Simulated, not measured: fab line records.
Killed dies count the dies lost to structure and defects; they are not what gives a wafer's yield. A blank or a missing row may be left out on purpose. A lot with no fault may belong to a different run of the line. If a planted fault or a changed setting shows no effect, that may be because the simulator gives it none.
Comparing a struck lot with a sound one | flow n5_finfet | 15 out of 1938 route steps
Sound: these wafers, L321.1, L321.2, L321.6. Wafers struck: L327.4, L327.6. The cause is given at the end.
For every step that has rows: the tool of each side, followed by ch and its chambers, followed by its first start. Under that, the readings that differ: sound wafers | struck wafers | difference of the means | sigmas: that difference in standard deviations of wafers without a fault.
alike: readings with means less than 2 such deviations apart, plus words and numbers identical on both sides. not compared: withheld readings, readings lacking a value on some wafer, bounds such as >300 that could conceal the same value, and numbers that have no deviation in the record and whose values overlap.
Wherever a step has rows on one side only, a row that says differs or no value, or a row with sigmas, the two part there. Non-overlapping numbers with no deviation appear without sigmas and do not part them. A reading missing from all wafers of one side parts the sides only when that side holds two or more wafers.

first, 4 steps without rows for these wafers: N5_DUMMY_GATE_STRIP_38 (strips in N2/H2); N5_DUMMY_GATE_STRIP_39 (strips in N2/H2); N5_DUMMY_GATE_TRIM_49 (chemistry O2, time 29 s, target cd 14 nm); N5_DUMMY_GATE_STRIP_40 (strips in CF4).
N5_DUMMY_GATE_CD_MEAS_50: target cd 14 nm.
  struck on cd_sem-02, day 7 11:07; sound on cd_sem-02, day 5 21:20
  alike: cd_nm
N5_DUMMY_GATE_ETCH_31: etches SiO2 in C4F6/O2, target depth 82.5 nm, time 27.5 s.
  sound on rie_diel-05 ch 0,1,3, day 5 21:23; struck on rie_diel-05 ch 0,3, day 7 11:24
  alike: drypump_motor_current_A, oes_product_au, rf_vpp_V, showerhead_plenum_p_Torr, throttle_valve_pct
  not compared: rf_hours_counter_h
N5_DUMMY_GATE_STRIP_41: strips in O2.
  sound on rie_diel-05 ch 0,1,3, day 5 21:26; struck on rie_diel-05 ch 0,3, day 7 11:27
  alike: drypump_motor_current_A, oes_product_au, rf_vpp_V, showerhead_plenum_p_Torr, throttle_valve_pct
  not compared: rf_hours_counter_h
N5_DUMMY_GATE_HM_OPEN_21: chemistry CH3F/O2, target SiNx, target depth 120 nm, time 171.4 s.
  sound on rie_diel-05 ch 0,1,3, day 5 21:28; struck on rie_diel-05 ch 0,3, day 7 11:29
  alike: drypump_motor_current_A, oes_product_au, rf_vpp_V, showerhead_plenum_p_Torr, throttle_valve_pct
  not compared: rf_hours_counter_h
then, 1 step without rows for these wafers: N5_DUMMY_GATE_ETCH_32 (etches SiO2 in CF4, target depth 3.5 nm, time 3.9 s).
N5_DUMMY_GATE_ETCH_23: etches poly-Si in HBr/Cl2/O2, target depth 41 nm, time 22.3 s.
  sound on rie_si-01 ch 0,1,3, day 5 21:40; struck on rie_si-01 ch 1,3, day 7 11:41
  alike: drypump_motor_current_A, oes_product_au, throttle_valve_pct
  not compared: rf_hours_counter_h
then, 1 step without rows for these wafers: N5_DUMMY_GATE_ETCH_44 (etches poly-Si in HBr/O2, stops on SiO2, target depth 127.5 nm).
N5_DUMMY_GATE_CD_MEAS_24: target cd 15 nm.
  struck on cd_sem-03, day 7 11:52; sound on cd_sem-01, day 5 21:50
  alike: cd_nm
N5_DUMMY_GATE_ETCH_42: etches SiO2 in CHF3/O2, target depth 3.5 nm, time 31 s.
  sound on rie_diel-04 ch 0,1,2, day 5 22:00; struck on rie_diel-01 ch 0,1, day 7 11:54
  reading                  | sound            | struck      | difference | sigmas
  model.etch.depth_nm (nm) | 3.535 3.67 3.506 | 2.995 2.906 | -0.620     |
  alike: drypump_motor_current_A, oes_product_au, rf_vpp_V, showerhead_plenum_p_Torr, throttle_valve_pct
  not compared: rf_hours_counter_h
N5_DUMMY_GATE_STRIP_48: strips in N2/H2, time 20 s.
  sound on rie_diel-04 ch 0,1,2, day 5 22:03; struck on rie_diel-01 ch 0,1, day 7 11:57
  alike: drypump_motor_current_A, oes_product_au, rf_vpp_V, showerhead_plenum_p_Torr, throttle_valve_pct
  not compared: rf_hours_counter_h
-- a jump in the record: the struck wafers' starts before and after are 5 days apart (it breaks off in module DUMMY_GATE and resumes in module BEOL_M4, where the first step shown is number 1111 of the route) --
N5_BEOL_M4_RC_MEAS_101:
  sound on prober-01 ch 0, day 11 09:39; struck on prober-02 ch 0, day 12 20:25
  alike: DIBL_N, DIBL_P, IOFF_N, IOFF_P, ION_N, ION_P, SS_N, SS_P, VT_N, VT_P

## WHERE THEY PART
Nowhere in this record.

WHY: the cause the simulator had injected
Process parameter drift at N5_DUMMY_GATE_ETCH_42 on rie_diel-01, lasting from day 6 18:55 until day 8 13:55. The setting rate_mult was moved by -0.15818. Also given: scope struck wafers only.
